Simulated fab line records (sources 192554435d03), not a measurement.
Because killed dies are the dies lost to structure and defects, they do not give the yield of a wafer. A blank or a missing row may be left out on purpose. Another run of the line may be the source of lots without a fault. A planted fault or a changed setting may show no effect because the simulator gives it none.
fab line records	flow n5_finfet
record: lots: 7	wafers: 39
route steps=1938 shown FIN_CUT@173 DUMMY_GATE@228 SD_EPI_P@300 MOL_CONTACT_COAG@629
start_h: hours from the record's first day to the start of the lot's first wafer shown	wait_h: hours elapsed since this lot's preceding step	" identical to the entry in the row above	L1.1+2: several wafers, shown together as one row	- either no value or no given start	* or withheld: withheld	< > ~ a bound
route shown NAME@n: a module of which the file shows steps, and the number in the route of the first	usual: mean and standard deviation over wafers with no fault	same: alike in all rows	chamber/n: place in a boat	sites: each site's reading	_std_site: standard deviation across them	_edge_site: the outer-site mean with the inner-site mean subtracted	radius_mm: how far each site lies from the wafer's centre	mask NAME#n: copy n	behind: the last tool/chamber to shape the wafer	hold: cause of the lot's hold/its duration in hours/its outcome	device: the transistor (n, p or np) that didn't switch	end of line: the same wafers' tests at the end of the route	a step with no rows: only its recipe	killed: dies lost to structure and defects at the first sort, not the wafer's yield	map: a wafer's dies, x killed, . not, _ none there
set.NAME: setting as actually run; set.NAME@STEP: the setting as run at that earlier step	model.NAME: the simulator's own value behind a step, which no gauge read
one table per step and one row per wafer, for lots whose settings were changed on purpose
== steps ==
step: N5_FIN_CUT_CUT_ETCH_26
recipe: chemistry: CH3F/O2	target: SiNx	target_depth_a: 390	mask_material: SOC	time_s: 55.7	pressure_mtorr: 30	source_w: 395	bias_w: 73	Ar_flow_sccm: 150	CH3F_flow_sccm: 30	O2_flow_sccm: 20	ion_energy_ev: 120
lot.wafer	tool	chamber	start_h	wait_h	set.time_s	model.etch.depth_nm	model.SOC_of_FIN_CUT_COAT_18.thk_nm
L074.1	rie_diel-01	3	27.50	0.0	55.7	40.83	211.4
L074.2	"	1	"	"	55.7	40.36	211.8
L074.3	"	0	"	"	55.7	39.7	211.2
L074.4	"	2	"	"	55.7	38.51	212
L074.5	"	1	"	"	55.7	40.16	211.8
L074.6	"	0	"	"	55.7	39.8	211.6
L076.1	rie_diel-04	2	39.67	0.0	55.7	38.74	212
L076.2	"	0	"	"	51.34	36.4	212.8
L076.3	"	3	"	"	55.7	37.99	213.2
L076.4	"	1	"	"	55.7	38.85	211.2
L076.5	"	0	"	"	51.34	36.21	213.6
L076.6	"	1	"	"	51.34	35.94	213.4
L077.1	rie_diel-05	0	45.72	0.0	51.47	36.54	212.2
L077.2	"	2	"	"	55.7	38.54	211.6
L077.3	"	1	"	"	55.7	38.29	212.4
L077.4	"	3	"	"	55.7	38.64	211.8
L077.5	"	1	"	"	51.47	35.32	213.4
L077.6	"	2	"	"	51.47	35.98	213
L081.1	rie_diel-05	3	69.80	0.0	55.7	38.86	211.8
L081.2	"	1	"	"	55.7	38.19	212.6
L081.4	"	2	"	"	55.7	39.05	211.8
L088.1	rie_diel-05	2	111.79	0.0	55.7	38.77	211
L088.2	"	1	"	"	55.7	37.96	211.2
L088.3	"	0	"	"	55.7	39.53	210.8
L088.4	"	3	"	"	55.7	38.51	211.2
L088.5	"	2	"	"	55.7	38.83	211.2
L088.6	"	3	"	"	55.7	38.38	211.4
L095.1	rie_diel-01	2	153.06	0.0	66.93	47.21	209
L095.2	"	0	"	"	55.7	38.79	213.6
L095.3	"	1	"	"	55.7	40.01	212.4
L095.4	"	2	"	"	66.93	47.37	209
L095.5	"	1	"	"	66.93	47.87	208.8
L095.6	"	0	"	"	55.7	39.05	213.4
L096.1	rie_diel-04	0	159.29	0.0	52.03	36.15	212.6
L096.2	"	1	"	"	55.7	38.44	211.8
L096.3	"	3	"	"	52.03	35.62	213.4
L096.4	"	2	"	"	52.03	36.02	213
L096.5	"	0	"	"	55.7	39.01	211.6
L096.6	"	1	"	"	55.7	38.79	211.8
step: N5_DUMMY_GATE_EXPOSE_12
recipe: mask_id: GATE	na: 0.33	source_shape: annular	sigma_inner: 0.2	sigma_outer: 0.6	polarization: unpolarized	target_cd_nm: 25	dose_mj: 34
lot.wafer	tool	chamber	start_h	wait_h	mask	set.dose_mj
L074.1+2+6	euv_scanner-01	0	46.58	-	GATE#0	31.43
L074.3+4+5	"	0	"	"	GATE#0	34
L076.1+5+6	euv_scanner-02	0	59.65	-	GATE#0	35.36
L076.2+3+4	"	0	"	"	GATE#0	34
L077.1+3+6	euv_scanner-01	0	65.38	-	GATE#0	34
L077.2+4+5	"	0	"	"	GATE#0	32.93
L081.1+2+4	euv_scanner-02	0	87.36	-	GATE#0	34
L088.1+3+5	euv_scanner-01	0	133.01	-	GATE#0	31.79
L088.2+4+6	"	0	"	"	GATE#0	34
L095.1+4+6	euv_scanner-02	0	170.93	-	GATE#0	35.6
L095.2+3+5	"	0	"	"	GATE#0	34
L096.1+3+6	euv_scanner-02	0	178.70	-	GATE#0	34
L096.2+4+5	"	0	"	"	GATE#0	32.96
step: N5_DUMMY_GATE_PEB_13
recipe: peb_temp_c: 100	peb_time_s: 60	resist: CAR-EUV
step: N5_DUMMY_GATE_DEVELOP_14
recipe: develop_time_s: 30	developer: TMAH	resist: CAR-EUV	rinse_liquid: surfactant_rinse	dry: air_spin	dev_temp_c: 23
step: N5_DUMMY_GATE_CD_MEAS_15
recipe: target_cd_nm: 25.8	landing_energy_ev: 500	detector: se_inlens
usual: cd_nm: 25.11/0.25
lot.wafer	tool	chamber	start_h	wait_h	set.dose_mj@DUMMY_GATE_EXPOSE_12	cd_nm
L074.1	cd_sem-01	0	46.71	-	31.43	26.50
L074.2	"	0	"	"	31.43	26.58
L074.3	"	0	"	"	34	24.97
L074.4	"	0	"	"	34	25.57
L074.5	"	0	"	"	34	25.17
L074.6	"	0	"	"	31.43	26.70
L076.1	cd_sem-02	0	59.77	-	35.36	24.20
L076.2	"	0	"	"	34	24.96
L076.3	"	0	"	"	34	25.45
L076.4	"	0	"	"	34	25.63
L076.5	"	0	"	"	35.36	24.36
L076.6	"	0	"	"	35.36	24.25
L077.1	cd_sem-02	0	65.51	-	34	25.46
L077.2	"	0	"	"	32.93	25.92
L077.3	"	0	"	"	34	25.05
L077.4	"	0	"	"	32.93	25.61
L077.5	"	0	"	"	32.93	25.91
L077.6	"	0	"	"	34	25.44
L081.1	cd_sem-02	0	87.49	-	34	24.77
L081.2	"	0	"	"	34	25.23
L081.4	"	0	"	"	34	25.05
L088.1	cd_sem-01	0	133.13	-	31.79	26.30
L088.2	"	0	"	"	34	24.89
L088.3	"	0	"	"	31.79	26.12
L088.4	"	0	"	"	34	24.75
L088.5	"	0	"	"	31.79	26.43
L088.6	"	0	"	"	34	24.83
L095.1	cd_sem-01	0	171.06	-	35.6	24.32
L095.2	"	0	"	"	34	25.20
L095.3	"	0	"	"	34	25.43
L095.4	"	0	"	"	35.6	24.54
L095.5	"	0	"	"	34	25.42
L095.6	"	0	"	"	35.6	24.33
L096.1	cd_sem-02	0	178.83	-	34	25.06
L096.2	"	0	"	"	32.96	26.26
L096.3	"	0	"	"	34	25.47
L096.4	"	0	"	"	32.96	26.27
L096.5	"	0	"	"	32.96	25.97
L096.6	"	0	"	"	34	25.26
step: N5_DUMMY_GATE_STRIP_38
recipe: chemistry: N2/H2	temp_c: 40	n2_flow_sccm: 200	h2_flow_sccm: 200	rf_frequency_hz: 6e+07
step: N5_DUMMY_GATE_STRIP_39
recipe: chemistry: N2/H2	temp_c: 40	n2_flow_sccm: 200	h2_flow_sccm: 200	rf_frequency_hz: 6e+07
step: N5_DUMMY_GATE_TRIM_49
recipe: chemistry: O2	resist: SOC	time_s: 29	target_cd_nm: 14	source_power_w: 300	bias_power_w: 0	O2_flow_sccm: 100	temp_c: 20
lot.wafer	tool	chamber	start_h	wait_h	set.dose_mj@DUMMY_GATE_EXPOSE_12	model.DUMMY_GATE.cd_nm
L074.1	rie_si-01	1	47.07	0.0	31.43	15.6
L074.2	"	3	"	"	31.43	15.2
L074.3	"	2	"	"	34	14.2
L074.4	"	0	"	"	34	14.4
L074.5	"	3	"	"	34	13.8
L074.6	"	0	"	"	31.43	15.8
L076.1	rie_si-03	0	60.13	0.0	35.36	13.4
L076.2	"	3	"	"	34	13.6
L076.3	"	2	"	"	34	14
L076.4	"	1	"	"	34	14.2
L076.5	"	0	"	"	35.36	13.2
L076.6	"	1	"	"	35.36	13.6
L077.1	rie_si-01	1	65.87	0.0	34	14.2
L077.2	"	2	"	"	32.93	14.8
L077.3+6	"	3,1	"	"	34	13.8
L077.4+5	"	0	"	"	32.93	15.2
L081.1	rie_si-03	2	87.84	0.0	34	14
L081.2+4	"	0,1	"	"	34	14.2
L088.1+5	rie_si-05	3,1	133.49	0.0	31.79	15
L088.2+6	"	1,0	"	"	34	13.8
L088.3	"	0	"	"	31.79	15.2
L088.4	"	2	"	"	34	13.4
L095.1	rie_si-01	1	171.42	0.0	35.6	13.4
L095.2	"	3	"	"	34	13.8
L095.3	"	2	"	"	34	14.2
L095.4	"	0	"	"	35.6	13.6
L095.5	"	2	"	"	34	14.4
L095.6	"	3	"	"	35.6	13.2
L096.1	rie_si-01	3	179.19	0.0	34	13.8
L096.2	"	0	"	"	32.96	14.8
L096.3+6	"	1,2	"	"	34	14.2
L096.4	"	2	"	"	32.96	14.4
L096.5	"	1	"	"	32.96	14.6
step: N5_DUMMY_GATE_STRIP_40
recipe: chemistry: CF4	resist: SiARC	power_w: 300	bias_power_w: 75	pressure_mtorr: 50	cf4_flow_sccm: 150	rf_frequency_hz: 6e+07
step: N5_DUMMY_GATE_CD_MEAS_50
recipe: target_cd_nm: 14
usual: cd_nm: 14.0/0.35
lot.wafer	tool	chamber	start_h	wait_h	set.dose_mj@DUMMY_GATE_EXPOSE_12	cd_nm
L074.1	cd_sem-02	-	47.21	0.0	31.43	15.4
L074.2	"	-	"	"	31.43	15.3
L074.3	"	-	"	"	34	14.4
L074.4	"	-	"	"	34	14.3
L074.5	"	-	"	"	34	13.8
L074.6	"	-	"	"	31.43	15.5
L076.1	cd_sem-01	-	60.28	0.0	35.36	13.3
L076.2	"	-	"	"	34	13.6
L076.3	"	-	"	"	34	14.0
L076.4	"	-	"	"	34	14.4
L076.5	"	-	"	"	35.36	13.2
L076.6	"	-	"	"	35.36	13.4
L077.1	cd_sem-02	-	66.02	0.0	34	14.2
L077.2	"	-	"	"	32.93	15.0
L077.3	"	-	"	"	34	13.9
L077.4	"	-	"	"	32.93	14.6
L077.5	"	-	"	"	32.93	15.3
L077.6	"	-	"	"	34	14.2
L081.1	cd_sem-01	-	88.08	0.0	34	13.9
L081.2	"	-	"	"	34	14.2
L081.4	"	-	"	"	34	13.9
L088.1	cd_sem-03	-	133.64	0.0	31.79	15.3
L088.2	"	-	"	"	34	13.8
L088.3	"	-	"	"	31.79	15.2
L088.4	"	-	"	"	34	13.5
L088.5	"	-	"	"	31.79	15.2
L088.6	"	-	"	"	34	13.6
L095.1	cd_sem-01	-	171.56	0.0	35.6	13.6
L095.2	"	-	"	"	34	14.0
L095.3	"	-	"	"	34	14.4
L095.4	"	-	"	"	35.6	13.4
L095.5	"	-	"	"	34	14.3
L095.6	"	-	"	"	35.6	13.4
L096.1	cd_sem-02	-	179.34	0.0	34	13.5
L096.2	"	-	"	"	32.96	15.2
L096.3	"	-	"	"	34	14.4
L096.4	"	-	"	"	32.96	14.5
L096.5	"	-	"	"	32.96	14.5
L096.6	"	-	"	"	34	14.1
step: N5_SD_EPI_P_EXPOSE_06
recipe: mask_id: SD_P_BLK	na: 1.35	source_shape: conventional	sigma_outer: 0.8	polarization: unpolarized	target_cd_nm: 240	dose_mj: 39.5
lot.wafer	tool	chamber	start_h	wait_h	mask	set.dose_mj
L074.1+2+3	arfi_scanner-01	0	53.33	-	SD_P_BLK#0	39.5
L074.4+5+6	"	0	"	"	SD_P_BLK#0	41.83
L076.1+3+5	arfi_scanner-01	0	66.31	-	SD_P_BLK#0	39.5
L076.2+4+6	"	0	"	"	SD_P_BLK#0	40.44
L077.1+3+5	arfi_scanner-02	0	72.46	-	SD_P_BLK#0	40.72
L077.2+4+6	"	0	"	"	SD_P_BLK#0	39.5
L081.1+2+4	arfi_scanner-02	0	95.98	-	SD_P_BLK#0	39.5
L088.1+2+3+4+5+6	arfi_scanner-01	0	139.74	-	SD_P_BLK#0	39.5
L095.1+2+3+4+5+6	arfi_scanner-01	0	180.85	-	SD_P_BLK#0	39.5
L096.1+4+5	arfi_scanner-02	0	186.36	-	SD_P_BLK#0	39.5
L096.2+3+6	"	0	"	"	SD_P_BLK#0	37.45
step: N5_SD_EPI_P_PEB_07
recipe: peb_temp_c: 110	peb_time_s: 60	resist: CAR-ArF-block
step: N5_SD_EPI_P_DEVELOP_08
recipe: develop_time_s: 30	developer: TMAH	resist: CAR-ArF-block	dev_temp_c: 23	rinse_liquid: diw	dry: air_spin
step: N5_SD_EPI_P_CD_MEAS_09
recipe: target_cd_nm: 240	landing_energy_ev: 500	detector: se_inlens
usual: cd_nm: 239.6/0.79
lot.wafer	tool	chamber	start_h	wait_h	set.dose_mj@SD_EPI_P_EXPOSE_06	cd_nm
L074.1	cd_sem-03	0	53.46	-	39.5	238.7
L074.2	"	0	"	"	39.5	239.1
L074.3	"	0	"	"	39.5	240.3
L074.4	"	0	"	"	41.83	243.6
L074.5	"	0	"	"	41.83	244.1
L074.6	"	0	"	"	41.83	243.5
L076.1	cd_sem-02	0	66.43	-	39.5	237.8
L076.2	"	0	"	"	40.44	241.2
L076.3	"	0	"	"	39.5	239.6
L076.4	"	0	"	"	40.44	241.1
L076.5	"	0	"	"	39.5	239.3
L076.6	"	0	"	"	40.44	240.6
L077.1	cd_sem-03	0	72.58	-	40.72	240.6
L077.2	"	0	"	"	39.5	238.7
L077.3	"	0	"	"	40.72	241.3
L077.4	"	0	"	"	39.5	239.9
L077.5	"	0	"	"	40.72	240.0
L077.6	"	0	"	"	39.5	238.9
L081.1	cd_sem-03	0	96.11	-	39.5	239.0
L081.2	"	0	"	"	39.5	239.3
L081.4	"	0	"	"	39.5	238.5
L088.1	cd_sem-02	0	139.86	-	39.5	240.0
L088.2	"	0	"	"	39.5	240.1
L088.3	"	0	"	"	39.5	239.9
L088.4	"	0	"	"	39.5	240.1
L088.5	"	0	"	"	39.5	240.2
L088.6	"	0	"	"	39.5	239.2
L095.1	cd_sem-01	0	180.98	-	39.5	241.7
L095.2	"	0	"	"	39.5	239.7
L095.3	"	0	"	"	39.5	239.9
L095.4	"	0	"	"	39.5	239.2
L095.5	"	0	"	"	39.5	240.3
L095.6	"	0	"	"	39.5	240.4
L096.1	cd_sem-02	0	186.49	-	39.5	238.5
L096.2	"	0	"	"	37.45	235.5
L096.3	"	0	"	"	37.45	234.5
L096.4	"	0	"	"	39.5	238.3
L096.5	"	0	"	"	39.5	238.0
L096.6	"	0	"	"	37.45	235.0
step: N5_SD_EPI_P_DESCUM_14
recipe: chemistry: O2	time_s: 7.9	source_power_w: 50	bias_power_w: 20	pressure_mtorr: 20	rf_frequency_hz: 2.712e+07	temp_c: 40	resist: CAR-ArF-block	o2_flow_sccm: 225
lot.wafer	tool	chamber	start_h	wait_h	set.dose_mj@SD_EPI_P_EXPOSE_06	model.SD_EPI_P.cd_nm
L074.1	rie_diel-04	2	53.54	0.0	39.5	238.6
L074.2	"	0	"	"	39.5	239.2
L074.3	"	3	"	"	39.5	240.4
L074.4+6	"	1,0	"	"	41.83	243.4
L074.5	"	3	"	"	41.83	244.4
L076.1	rie_diel-05	0	66.52	0.0	39.5	237.6
L076.2+6	"	3,2	"	"	40.44	241
L076.3	"	2	"	"	39.5	239.6
L076.4	"	1	"	"	40.44	240.6
L076.5	"	3	"	"	39.5	239.2
L077.1	rie_diel-04	3	72.67	0.0	40.72	240.8
L077.2+6	"	1	"	"	39.5	238.8
L077.3	"	2	"	"	40.72	241.4
L077.4	"	0	"	"	39.5	239.8
L077.5	"	2	"	"	40.72	240
L081.1+4	rie_diel-05	3,2	96.19	0.0	39.5	238.8
L081.2	"	0	"	"	39.5	239.2
L088.1+2	rie_diel-05	3,0	139.95	0.0	39.5	240.2
L088.3	"	2	"	"	39.5	239.8
L088.4	"	1	"	"	39.5	239.6
L088.5	"	1	"	"	39.5	240.4
L088.6	"	2	"	"	39.5	239.4
L095.1	rie_diel-05	0	181.06	0.0	39.5	241.4
L095.2+4	"	1,2	"	"	39.5	239.4
L095.3	"	3	"	"	39.5	240.2
L095.5	"	2	"	"	39.5	240.8
L095.6	"	1	"	"	39.5	240.4
L096.1	rie_diel-01	1	186.58	0.0	39.5	238.6
L096.2	"	0	"	"	37.45	235.4
L096.3	"	2	"	"	37.45	-
L096.4+5	"	3,1	"	"	39.5	238.4
L096.6	"	0	"	"	37.45	235
step: N5_SD_EPI_P_ETCH_36
recipe: chemistry: CF4	target: SiARC	target_depth_a: 455	mask_material: CAR-ArF-block	time_s: 75.8	ion_energy_ev: 80	pressure_mtorr: 40	source_w: 545	bias_w: 36	Ar_flow_sccm: 100	cf4_flow_sccm: 100	ends: cleared
lot.wafer	tool	chamber	start_h	wait_h	set.dose_mj@SD_EPI_P_EXPOSE_06	model.SD_EPI_P.cd_nm
L074.1	rie_diel-04	2	53.58	0.0	39.5	239
L074.2	"	0	"	"	39.5	239.4
L074.3	"	3	"	"	39.5	240.4
L074.4+6	"	1,0	"	"	41.83	243.4
L074.5	"	3	"	"	41.83	244.8
L076.1	rie_diel-05	0	66.55	0.0	39.5	237.6
L076.2	"	3	"	"	40.44	241
L076.3	"	2	"	"	39.5	239.8
L076.4	"	1	"	"	40.44	240.6
L076.5	"	3	"	"	39.5	239.2
L076.6	"	2	"	"	40.44	241.2
L077.1	rie_diel-04	3	72.71	0.0	40.72	241
L077.2+6	"	1	"	"	39.5	238.8
L077.3	"	2	"	"	40.72	241.8
L077.4	"	0	"	"	39.5	239.6
L077.5	"	2	"	"	40.72	240.4
L081.1	rie_diel-05	3	96.23	0.0	39.5	238.8
L081.2	"	0	"	"	39.5	239.2
L081.4	"	2	"	"	39.5	239
L088.1+5	rie_diel-05	3,1	139.98	0.0	39.5	240.4
L088.2	"	0	"	"	39.5	240.8
L088.3	"	2	"	"	39.5	240
L088.4+6	"	1,2	"	"	39.5	239.8
L095.1	rie_diel-05	0	181.10	0.0	39.5	241.4
L095.2	"	1	"	"	39.5	239.2
L095.3	"	3	"	"	39.5	240
L095.4	"	2	"	"	39.5	239.6
L095.5	"	2	"	"	39.5	240.8
L095.6	"	1	"	"	39.5	240.2
L096.1	rie_diel-01	1	186.61	0.0	39.5	238.8
L096.2	"	0	"	"	37.45	235.2
L096.3	"	2	"	"	37.45	234.6
L096.4+5	"	3,1	"	"	39.5	238.4
L096.6	"	0	"	"	37.45	234.8
step: N5_MOL_CONTACT_COAG_ANNEAL_112
recipe: temp_c: 400	time_s: 1800	ambient: HPD2	pressure_atm: 10
usual: wafer_temp_C_max: 401.8/0.37
lot.wafer	tool	chamber	start_h	wait_h	set.temp_c	wafer_temp_C_max
L074.1	hp_anneal-01	0	103.44	2.1	400	401.7
L074.2	"	0	"	"	400	401.9
L074.3	"	0	"	"	400	402.1
L074.4	"	0	"	"	400	401.4
L074.5	"	0	"	"	400	401.8
L074.6	"	0	"	"	400	401.6
L076.1	hp_anneal-01	0	115.26	0.8	403.7	405.2
L076.2	"	0	"	"	403.7	406.0
L076.3	"	0	"	"	403.7	405.5
L076.4	"	0	"	"	403.7	405.5
L076.5	"	0	"	"	403.7	405.2
L076.6	"	0	"	"	403.7	405.8
L077.1	hp_anneal-01	0	124.36	0.0	404.9	407.1
L077.2	"	0	"	"	404.9	406.8
L077.3	"	0	"	"	404.9	406.5
L077.4	"	0	"	"	404.9	407.2
L077.5	"	0	"	"	404.9	406.8
L077.6	"	0	"	"	404.9	406.6
L081.1	hp_anneal-01	0	143.59	0.0	400	401.9
L081.2	"	0	"	"	400	401.9
L081.4	"	0	"	"	400	402.5
L088.1	hp_anneal-01	0	192.11	0.0	400	402.0
L088.2	"	0	"	"	400	402.0
L088.3	"	0	"	"	400	402.1
L088.4	"	0	"	"	400	401.8
L088.5	"	0	"	"	400	401.8
L088.6	"	0	"	"	400	402.0
L095.1	hp_anneal-01	0	229.23	0.0	389.5	391.1
L095.2	"	0	"	"	389.5	391.2
L095.3	"	0	"	"	389.5	390.9
L095.4	"	0	"	"	389.5	390.9
L095.5	"	0	"	"	389.5	391.2
L095.6	"	0	"	"	389.5	391.3
L096.1	hp_anneal-01	0	232.62	0.0	410.9	412.7
L096.2	"	0	"	"	410.9	413.0
L096.3	"	0	"	"	410.9	413.4
L096.4	"	0	"	"	410.9	412.6
L096.5	"	0	"	"	410.9	412.7
L096.6	"	0	"	"	410.9	412.3
== key ==
split: step: N5_FIN_CUT_CUT_ETCH_26	setting: time_s	stated: 55.7	by: wafer
response: step: N5_FIN_CUT_CUT_ETCH_26	reading: model.etch.depth_nm	change: +0.389	per: 1%	r: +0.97
response: step: N5_FIN_CUT_CUT_ETCH_26	reading: model.SOC_of_FIN_CUT_COAT_18.thk_nm	change: -0.192	per: 1%	r: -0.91
split: step: N5_DUMMY_GATE_EXPOSE_12	setting: dose_mj	stated: 34	by: wafer
response: step: N5_DUMMY_GATE_CD_MEAS_15	reading: cd_nm	change: -0.21	per: 1%	r: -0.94
response: step: N5_DUMMY_GATE_TRIM_49	reading: model.DUMMY_GATE.cd_nm	change: -0.194	per: 1%	r: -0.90
response: step: N5_DUMMY_GATE_CD_MEAS_50	reading: cd_nm	change: -0.2	per: 1%	r: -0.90
split: step: N5_SD_EPI_P_EXPOSE_06	setting: dose_mj	stated: 39.5	by: wafer
response: step: N5_SD_EPI_P_CD_MEAS_09	reading: cd_nm	change: +0.677	per: 1%	r: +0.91
response: step: N5_SD_EPI_P_DESCUM_14	reading: model.SD_EPI_P.cd_nm	change: +0.685	per: 1%	r: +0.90
response: step: N5_SD_EPI_P_ETCH_36	reading: model.SD_EPI_P.cd_nm	change: +0.719	per: 1%	r: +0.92
split: step: N5_MOL_CONTACT_COAG_ANNEAL_112	setting: temp_c	stated: 400	by: lot
response: step: N5_MOL_CONTACT_COAG_ANNEAL_112	reading: wafer_temp_C_max	change: *	per: 1%	r: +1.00
